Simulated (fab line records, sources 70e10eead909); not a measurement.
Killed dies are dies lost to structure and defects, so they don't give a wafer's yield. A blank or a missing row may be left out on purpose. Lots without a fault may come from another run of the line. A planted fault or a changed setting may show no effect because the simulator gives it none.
A struck lot beside a sound one | flow nand_harc | 40 steps out of a route of 1302
Sound: wafers L751.2, L751.4, L751.6. Struck: wafers L749.2, L749.3, L749.6. The cause comes at the end.
At each step with rows: each side's tool, then ch and its chambers, then its first start. Under that, the readings that differ: sound wafers | struck wafers | difference of the means | sigmas: that difference in standard deviations of wafers without a fault.
alike: readings whose means differ by less than 2 such deviations, and words and numbers that are the same on both sides. not compared: withheld readings, readings that some wafer has no value for, bounds like >300 that may hide the same value, and numbers for which the record gives no deviation and whose values overlap.
The two part at a step that has a row with sigmas, a row that says differs or no value, or rows on one side only. Numbers that don't overlap but have no deviation are shown without sigmas and don't part them. A reading that every wafer of one side lacks parts them only if that side has two wafers or more.

first, 9 steps without rows for these wafers: NHARC_A_CONTACT_COAT_62 (time 65 s); NHARC_A_CONTACT_COAT_63 (resist thk 90 nm); NHARC_A_CONTACT_SOFTBAKE_64 (time 55 s); NHARC_A_CONTACT_EBR_65; NHARC_A_CONTACT_EXPOSE_66 (exposes mask A CC 2); NHARC_A_CONTACT_PEB_67 (peb time 65 s); NHARC_A_CONTACT_DEVELOP_68 (develop time 35 s); NHARC_A_CONTACT_DESCUM_74 (chemistry O2, time 3 s); NHARC_A_CONTACT_ETCH_75 (etches the open film in CF4, target depth 39 nm, time 65 s).
NHARC_A_CONTACT_ETCH_76: etches the open film in N2/H2, target depth 260 nm, time 475.3 s.
  sound on rie_diel-02 ch 0,2,3, day 31 07:40; struck on rie_diel-09 ch 0,2,3, day 30 04:56
  alike: drypump_motor_current_A, oes_product_au, rf_fwd_power_W, rf_vpp_V, showerhead_plenum_p_Torr, throttle_valve_pct
  not compared: rf_hours_counter_h
then, 28 steps without rows for these wafers: NHARC_A_CONTACT_ETCH_77 (etches the open film in CF4/CHF3, target depth 108.9 nm, time 54.5 s); NHARC_A_CONTACT_ETCH_78 (etches the open film in O2/COS, target depth 5300 nm, time 1378 s); NHARC_A_CONTACT_ETCH_124 (etches the open film in C4F8/O2/Ar, time 140 s, target depth 700 nm); NHARC_A_CONTACT_ETCH_125 (etches the open film in C4F8/O2/Ar, time 197 s, target depth 1918 nm); NHARC_A_CONTACT_ETCH_126 (etches the open film in C4F8/O2/Ar, time 197 s, target depth 1918 nm); NHARC_A_CONTACT_ETCH_127 (etches the open film in C4F8/O2/Ar, time 197 s, target depth 1918 nm); NHARC_A_CONTACT_ETCH_128 (etches the open film in C4F8/O2/Ar, time 197 s, target depth 1918 nm); NHARC_A_CONTACT_ETCH_129 (etches the open film in C4F8/O2/Ar, time 197 s, target depth 1918 nm); NHARC_A_CONTACT_ETCH_130 (etches the open film in C4F8/O2/Ar, time 197 s, target depth 1918 nm); NHARC_A_CONTACT_ETCH_131 (etches the open film in C4F8/O2/Ar, time 197 s, target depth 1918 nm); NHARC_A_CONTACT_ETCH_132 (etches the open film in C4F8/O2/Ar, time 197 s, target depth 1924 nm); NHARC_A_CONTACT_ETCH_133 (etches the open film in C4F8/O2/Ar, time 374 s, target depth 1610 nm); NHARC_A_CONTACT_ETCH_91 (etches the open film in CH3F/O2, target depth 40 nm, time 85.7 s); NHARC_A_CONTACT_ETCH_97 (etches the open film in C4F6/O2, target depth 20 nm, time 10 s); NHARC_A_CONTACT_STRIP_103 (strips in N2/H2); NHARC_A_CONTACT_STRIP_104 (strips in CF4/CHF3); NHARC_A_CONTACT_STRIP_105 (strips in O2/COS); NHARC_A_CONTACT_ETCH_106 (etches the open film in CF4/O2, target depth 90 nm, overetch 9 nm, time 49.5 s); NHARC_A_CONTACT_STRIP_82 (strips in O2); NHARC_A_CONTACT_STRIP_83 (strips in post etch residue remover, time 600 s); NHARC_A_CONTACT_DEP_84 (deposits aC, target thk 2800 nm); NHARC_A_CONTACT_DEP_85 (deposits SiON, target thk 60 nm); NHARC_A_CONTACT_DEHYDRATE_00 (time 120 s); NHARC_A_CONTACT_HMDS_01 (time 30 s); NHARC_A_CONTACT_COAT_86 (time 75 s); NHARC_A_CONTACT_COAT_87 (time 65 s); NHARC_A_CONTACT_COAT_02 (resist thk 90 nm); NHARC_A_CONTACT_SOFTBAKE_03 (time 55 s).
NHARC_A_CONTACT_DESCUM_13: chemistry O2, time 3 s.
  sound on rie_diel-02 ch 0,2,3, day 31 15:46; struck on rie_diel-02 ch 0,2, day 30 14:35
  reading | sound | struck                                                                     | difference                   | sigmas
  hold    | - - - | await_dispo/1.6h/release await_dispo/1.6h/release await_dispo/1.6h/release | no value on the sound wafers |
  alike: drypump_motor_current_A, oes_product_au, rf_vpp_V, showerhead_plenum_p_Torr, throttle_valve_pct
  not compared: rf_hours_counter_h
-- the record jumps here: 3 days lie between the struck wafers' starts before and after (it left off in module A_CONTACT and takes up again in module END, whose first step shown is number 1302 of the route) --
NHARC_END_SORT_01:
  the record has rows for the struck wafers here (prober-01 ch 0, day 33 08:51) and none for the sound ones

WHERE THEY PART
First at NHARC_A_CONTACT_DESCUM_13; last, within this record, at NHARC_END_SORT_01.

WHY: what the simulator had put in
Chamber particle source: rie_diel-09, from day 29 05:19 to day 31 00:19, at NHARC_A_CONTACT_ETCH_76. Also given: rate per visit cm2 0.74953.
